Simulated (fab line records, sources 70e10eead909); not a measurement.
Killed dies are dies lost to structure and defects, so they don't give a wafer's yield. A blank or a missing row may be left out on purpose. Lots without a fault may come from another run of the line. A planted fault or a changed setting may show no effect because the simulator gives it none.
Which tool did it? | flow nand_harc | 15 lots, 45 wafers sampled, at 5 steps of a route of 1302

WHAT THE GAUGES READ, wafer by wafer
NHARC_P_CONTACT_CD_MEAS_12: target cd 90 nm.
lot  | measured     | on        | cd_nm (nm)
L874 | day 6 03:07  | cd_sem-03 | 90.2 90.3 90.2
L875 | day 6 03:17  | cd_sem-02 | 89.9 90.0 90.3
L876 | day 6 14:40  | cd_sem-02 | 89.4 89.7 89.9
L877 | day 7 03:40  | cd_sem-01 | 90.0 90.4 90.3
L879 | day 7 22:43  | cd_sem-01 | 90.0 90.0 91.2
L880 | day 8 14:11  | cd_sem-01 | 89.9 89.8 89.8
L881 | day 8 22:55  | cd_sem-02 | 90.7 90.8 90.6
L883 | day 10 05:40 | cd_sem-03 | 89.2 89.0 89.6
L886 | day 11 00:39 | cd_sem-03 | 89.8 90.5 90.2
L889 | day 12 07:59 | cd_sem-03 | 89.6 90.0 89.7
L892 | day 13 19:01 | cd_sem-03 | 90.1 91.4 90.4
L893 | day 14 02:23 | cd_sem-01 | 89.9 90.1 90.9
L895 | day 14 18:01 | cd_sem-01 | 90.4 90.1 90.8
L896 | day 15 00:58 | cd_sem-01 | 89.8 89.7 90.4
L897 | day 15 13:46 | cd_sem-03 | 90.2 89.9 90.3

NHARC_P_CONTACT_INSPECT_27.
lot  | measured     | on                | raw_defect_count
L874 | day 6 06:23  | defect_inspect-02 | 310 373 270
L875 | day 6 06:32  | defect_inspect-02 | 277 243 418
L876 | day 6 17:55  | defect_inspect-01 | 311 352 235
L877 | day 7 06:56  | defect_inspect-01 | 241 126 161
L879 | day 8 02:01  | defect_inspect-02 | 235 207 382
L880 | day 8 17:27  | defect_inspect-01 | 138 112 143
L881 | day 9 02:20  | defect_inspect-01 | 200 174 222
L883 | day 10 08:59 | defect_inspect-02 | 211 132 188
L886 | day 11 03:55 | defect_inspect-01 | 398 332 516
L889 | day 12 11:17 | defect_inspect-02 | 164 228 289
L892 | day 13 22:17 | defect_inspect-01 | 328 276 263
L893 | day 14 05:38 | defect_inspect-02 | 291 279 306
L895 | day 14 21:19 | defect_inspect-02 | 117 159 215
L896 | day 15 04:47 | defect_inspect-01 | 258 237 247
L897 | day 15 17:01 | defect_inspect-02 | 383 281 212

NHARC_P_M0_CD_MEAS_09: target cd 90 nm.
lot  | measured     | on        | cd_nm (nm)
L874 | day 6 07:10  | cd_sem-03 | 90.5 90.1 90.1
L875 | day 6 07:26  | cd_sem-02 | 88.8 89.6 89.7
L876 | day 6 18:49  | cd_sem-02 | 89.8 89.4 89.6
L877 | day 7 07:50  | cd_sem-03 | 90.2 90.4 90.2
L879 | day 8 02:55  | cd_sem-01 | 89.4 89.3 89.7
L880 | day 8 18:14  | cd_sem-03 | 73.3 72.8 72.8
L881 | day 9 03:07  | cd_sem-01 | 76.7 76.6 76.6
L883 | day 10 09:53 | cd_sem-01 | 88.9 89.9 89.5
L886 | day 11 04:49 | cd_sem-01 | 79.1 78.9 79.0
L889 | day 12 12:11 | cd_sem-03 | 90.7 90.4 90.3
L892 | day 13 23:11 | cd_sem-02 | 90.4 90.3 89.7
L893 | day 14 06:32 | cd_sem-02 | 90.1 89.8 89.0
L895 | day 14 22:14 | cd_sem-02 | 89.3 90.3 90.6
L896 | day 15 05:34 | cd_sem-02 | 90.5 90.4 91.0
L897 | day 15 17:55 | cd_sem-02 | 89.7 89.0 89.9

WHICH TOOL RAN EACH LOT (tool, then ch and the chambers of the sampled wafers, then the start)
lot  | NHARC_P_CONTACT_DESCUM_17          | NHARC_P_M0_EXPOSE_06
L874 | rie_diel-09 ch 0,2, day 6 03:18    | arfi_scanner-02 ch 0, day 6 07:01
L875 | rie_diel-05 ch 1,3, day 6 03:28    | arfi_scanner-01 ch 0, day 6 07:18
L876 | rie_diel-09 ch 0,1,3, day 6 14:51  | arfi_scanner-02 ch 0, day 6 18:41
L877 | rie_diel-07 ch 1,2,3, day 7 03:51  | arfi_scanner-03 ch 0, day 7 07:42
L879 | rie_diel-05 ch 1,3, day 7 22:55    | arfi_scanner-03 ch 0, day 8 02:47
L880 | rie_diel-09 ch 0,1,3, day 8 14:22  | arfi_scanner-03 ch 0, day 8 18:05
L881 | rie_diel-05 ch 0,1, day 8 23:06    | arfi_scanner-03 ch 0, day 9 02:59
L883 | rie_diel-07 ch 1,2,3, day 10 05:52 | arfi_scanner-01 ch 0, day 10 09:44
L886 | rie_diel-07 ch 2,3, day 11 00:50   | arfi_scanner-03 ch 0, day 11 04:41
L889 | rie_diel-05 ch 0,1, day 12 08:11   | arfi_scanner-02 ch 0, day 12 12:03
L892 | rie_diel-09 ch 2,3, day 13 19:13   | arfi_scanner-01 ch 0, day 13 23:03
L893 | rie_diel-07 ch 0,1,3, day 14 02:34 | arfi_scanner-02 ch 0, day 14 06:23
L895 | rie_diel-09 ch 0,1,2, day 14 18:13 | arfi_scanner-01 ch 0, day 14 22:05
L896 | rie_diel-05 ch 0,3, day 15 01:09   | arfi_scanner-01 ch 0, day 15 05:26
L897 | rie_diel-09 ch 0,1,2, day 15 13:58 | arfi_scanner-02 ch 0, day 15 17:47
- NHARC_P_CONTACT_DESCUM_17: chemistry O2, time 3 s.
- NHARC_P_M0_EXPOSE_06: exposes mask P M0, target cd 90 nm.

WHAT THE TOOLS THEMSELVES READ (means of the sampled wafers that have a number; where no wafer has one, the mark that the record gives instead)
NHARC_P_CONTACT_DESCUM_17.
lot  | tool        | drypump_motor_current_A (A) | mfc_ar_sccm (sccm) | oes_product_au (a.u.) | rf_vpp_V (V) | showerhead_plenum_p_Torr (Torr) | throttle_valve_pct (%)
L874 | rie_diel-09 | 5.4                         | 0.002              | 1.001                 | 58.0         | 1.81                            | 11.309
L875 | rie_diel-05 | 5.5                         | 0.005              | 0.996                 | 57.7         | 1.85                            | 11.313
L876 | rie_diel-09 | 5.1                         | 0.002              | 1.006                 | 58.3         | 1.92                            | 11.323
L877 | rie_diel-07 | 5.8                         | 0.010              | 1.007                 | 58.4         | 1.91                            | 11.315
L879 | rie_diel-05 | 5.5                         | 0.005              | 0.992                 | 57.9         | 1.85                            | 11.316
L880 | rie_diel-09 | 5.1                         | 0.002              | 0.998                 | 58.1         | 1.92                            | 11.316
L881 | rie_diel-05 | 5.5                         | 0.011              | 1.004                 | 57.0         | 1.80                            | 11.308
L883 | rie_diel-07 | 5.8                         | 0.010              | 1.000                 | 57.6         | 1.91                            | 11.312
L886 | rie_diel-07 | 5.4                         | 0.006              | 1.000                 | 58.3         | 1.92                            | 11.313
L889 | rie_diel-05 | 5.7                         | 0.005              | 0.998                 | 57.7         | 1.81                            | 11.309
L892 | rie_diel-09 | 5.3                         | 0.000              | 1.002                 | 57.4         | 1.83                            | 11.307
L893 | rie_diel-07 | 6.0                         | 0.010              | 1.004                 | 58.2         | 1.96                            | 11.308
L895 | rie_diel-09 | 5.3                         | 0.002              | 0.997                 | 57.6         | 1.87                            | 11.305
L896 | rie_diel-05 | 5.2                         | 0.011              | 0.992                 | 57.9         | 1.84                            | 11.315
L897 | rie_diel-09 | 5.3                         | 0.002              | 0.994                 | 58.8         | 1.87                            | 11.306

NHARC_P_M0_EXPOSE_06.
lot  | tool            | exposure_dose_mJ_cm2 | focus_offset_nm (nm)
L874 | arfi_scanner-02 | 81.33                | 0.1
L875 | arfi_scanner-01 | 81.21                | -0.1
L876 | arfi_scanner-02 | 81.22                | 0.5
L877 | arfi_scanner-03 | 81.20                | -0.0
L879 | arfi_scanner-03 | 81.38                | -0.5
L880 | arfi_scanner-03 | 61.73                | -0.2
L881 | arfi_scanner-03 | 65.66                | -0.5
L883 | arfi_scanner-01 | 81.30                | -0.2
L886 | arfi_scanner-03 | 68.81                | 0.6
L889 | arfi_scanner-02 | 81.23                | -0.2
L892 | arfi_scanner-01 | 81.24                | 0.3
L893 | arfi_scanner-02 | 81.29                | -0.2
L895 | arfi_scanner-01 | 81.24                | 0.6
L896 | arfi_scanner-01 | 81.20                | 0.3
L897 | arfi_scanner-02 | 81.36                | 0.1

THE ANSWER, worked out from the rows above alone
Rule: what is usual is taken from the lots themselves. Put in order of their means at a reading, lots are off if they are a third of the lots or fewer, leave a main group of 4 or more, and stand apart from it by a gap of 3 or more times the standard deviation of the main group's means; of several such gaps the widest counts. A main group whose means are all the same, to the digits that the tables above print for the reading, isn't used. A lot without any number at a reading at which 4 lots or more have one is off too. The other lots that the step has rows for count as sound. The gauges are gone through in route order, then the tools' own readings, and for those a lot's mean is taken as printed above. The first step at which some lot is off is used, and at that step the reading that is off furthest; a lot without a number counts as furthest.
Off: L880, L881, L886, at NHARC_P_M0_CD_MEAS_09 (cd_nm). The main group: mean 89.9 nm, standard deviation 0.43.
A tool fits if, at a process step before that reading, it ran every lot that is off, and no sound lot after the first of them. The gauges at NHARC_P_M0_CD_MEAS_09 aren't tried: what is off there is off at NHARC_P_M0_EXPOSE_06 too, on other tools, and a gauge's error can't cause that. One fits: arfi_scanner-03 at NHARC_P_M0_EXPOSE_06. Its last sound lot is L879 (day 8 02:47), its first lot that is off L880 (day 8 18:05): a fault that began between those two fits.
The tool's own readings at NHARC_P_M0_EXPOSE_06 bear it out: on the lots that are off they differ by more than 5 times the standard deviation of the sound lots' means. exposure_dose_mJ_cm2 reads 65.40 there against 81.27 on the sound lots.

WHAT THE SIMULATOR HAD PUT IN
Process parameter drift: arfi_scanner-03, from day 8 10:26 on, at NHARC_P_M0_EXPOSE_06. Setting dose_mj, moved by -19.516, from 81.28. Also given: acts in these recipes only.
Lots struck among those shown: L880, L881, L886. The rule above found the same.
